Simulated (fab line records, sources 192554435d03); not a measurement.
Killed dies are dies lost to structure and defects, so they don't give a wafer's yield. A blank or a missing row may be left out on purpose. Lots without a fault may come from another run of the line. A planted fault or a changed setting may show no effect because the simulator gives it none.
Split-lot experiment | flow n5_finfet | 7 lots, 21 wafers read, on a route of 1938 steps

THE SPLIT
At N5_BEOL_M10_EXPOSE_08 (exposes mask M10), the setting dose_mj was moved away from the recipe's 53.75 on 5 of the 21 wafers read, by +2.6% to +5.4%. The other wafers ran this setting at the recipe's value.

FROM THE SPLIT TO THE READING: what the file shows between them, 12 steps
- N5_BEOL_M10_PEB_09: peb time 60 s
- N5_BEOL_M10_DEVELOP_10: develop time 30 s
- N5_BEOL_M10_CD_MEAS_11: target cd 64.1 nm
- N5_BEOL_M10_DESCUM_16: chemistry O2, time 7.9 s
- N5_BEOL_M10_ETCH_61: etches SiARC in CF4, target depth 39 nm, time 65 s
- N5_BEOL_M10_ETCH_62: etches SOC in N2/H2, target depth 110 nm, overetch 22 nm, time 165 s
- N5_BEOL_M10_STRIP_68: strips in N2/H2
- N5_BEOL_M10_STRIP_67: strips in CF4
- N5_BEOL_M10_HM_OPEN_17: chemistry Cl2/BCl3, target TiN, target depth 20 nm, overetch 6 nm
- N5_BEOL_M10_STRIP_19: strips in O2
- N5_BEOL_M10_PRECLEAN_42: cleans in residue remover, time 60 s
- N5_BEOL_M10_SRD_43: time 30 s

THE READING
cd_nm, in nm, at N5_BEOL_M10_CD_MEAS_35 (target cd 70 nm). Fault-free wafers of this fab line usually give 69.8 nm, standard deviation 0.64 nm.

wafer  | tool, chamber at the split | dose_mj as run | against the recipe | cd_nm, nm | against lot-mates on the recipe
L081.1 | arfi_scanner-03, 0         | 53.75          | recipe             | 69.3      | -
L081.2 | arfi_scanner-03, 0         | 53.75          | recipe             | 70.0      | -
L081.3 | arfi_scanner-03, 0         | 55.14          | +2.6%              | 71.6      | +1.9
L083.2 | arfi_scanner-03, 0         | 53.75          | recipe             | 69.2      | -
L083.3 | arfi_scanner-03, 0         | 53.75          | recipe             | 69.8      | -
L083.4 | arfi_scanner-03, 0         | 53.75          | recipe             | 69.9      | -
L087.1 | arfi_scanner-02, 0         | 55.61          | +3.5%              | 71.6      | +2.3
L087.2 | arfi_scanner-02, 0         | 53.75          | recipe             | 69.7      | -
L087.4 | arfi_scanner-02, 0         | 53.75          | recipe             | 68.9      | -
L091.1 | arfi_scanner-03, 0         | 53.75          | recipe             | 69.2      | -
L091.2 | arfi_scanner-03, 0         | 53.75          | recipe             | 69.6      | -
L091.5 | arfi_scanner-03, 0         | 53.75          | recipe             | 69.3      | -
L094.1 | arfi_scanner-01, 0         | 53.75          | recipe             | 70.5      | -
L094.2 | arfi_scanner-01, 0         | 53.75          | recipe             | 70.3      | -
L094.4 | arfi_scanner-01, 0         | 53.75          | recipe             | 70.5      | -
L093.2 | arfi_scanner-03, 0         | 56.65          | +5.4%              | 71.9      | no lot-mate on the recipe
L093.3 | arfi_scanner-03, 0         | 56.65          | +5.4%              | 72.7      | no lot-mate on the recipe
L093.4 | arfi_scanner-03, 0         | 56.65          | +5.4%              | 72.8      | no lot-mate on the recipe
L096.1 | arfi_scanner-03, 0         | 53.75          | recipe             | 69.2      | -
L096.2 | arfi_scanner-03, 0         | 53.75          | recipe             | 68.3      | -
L096.3 | arfi_scanner-03, 0         | 53.75          | recipe             | 69.0      | -

THE FIT
A straight line over all 21 wafers: cd_nm changes by +0.559 nm for each +1% of dose_mj; r = +0.89; the points scatter about the line by 0.58 nm.
The same after taking each lot's own level away (the mean of its wafers on the recipe; 18 wafers): +0.696 nm for each +1%; r = +0.92; scatter 0.3 nm.
On that fit, the largest move of dose_mj shifts the reading by 3.8 nm.
The lots' own levels span 68.83 to 70.43 nm, that is 2.5 times the standard deviation above.
So the lot-to-lot level changes the slope: the two fits differ.
Check: with one of the wafers moved furthest among these (+3.5%) left out of the fit, the line predicts +2.61 nm for it against its lot-mates. It came out at +2.3 nm against them.

OTHER SPLITS ON THESE WAFERS
These wafers also went through other splits before the reading. Each is held against what the fit with the lots' levels taken away leaves over:
other split on the same wafers   | wafers away from the commonest value | r with cd_nm (lot level and that fit taken away)
N5_BEOL_M7_TRENCH_ETCH_37 time_s | 4                                    | +0.20
N5_BEOL_M7_ETCH_41 source_w      | 7                                    | -0.01
N5_BEOL_M9_COAT_05 spin_rpm      | 7                                    | +0.14

THE WHOLE CHAIN: every reading that the file lists as answering this split, in the file's order
step                   | what it does                                                         | reading                                                                | change (the file's fit)               | r (the file's)
N5_BEOL_M10_CD_MEAS_11 | target cd 64.1 nm                                                    | cd_nm                                                                  | +0.634 nm for each +1% of the setting | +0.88
N5_BEOL_M10_ETCH_61    | etches SiARC in CF4, target depth 39 nm, time 65 s                   | BEOL_M10.cd_offset_nm (the simulator's own value, which no gauge read) | +0.667 nm for each +1% of the setting | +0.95
N5_BEOL_M10_ETCH_62    | etches SOC in N2/H2, target depth 110 nm, overetch 22 nm, time 165 s | BEOL_M10.cd_offset_nm (the simulator's own value, which no gauge read) | +0.773 nm for each +1% of the setting | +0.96
N5_BEOL_M10_HM_OPEN_17 | chemistry Cl2/BCl3, target TiN, target depth 20 nm, overetch 6 nm    | BEOL_M10.cd_offset_nm (the simulator's own value, which no gauge read) | +0.708 nm for each +1% of the setting | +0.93
N5_BEOL_M10_CD_MEAS_35 | target cd 70 nm                                                      | cd_nm                                                                  | +0.697 nm for each +1% of the setting | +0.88

THE FILE'S OWN FIT
cd_nm changes by +0.697 nm for each +1% of dose_mj, r = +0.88.
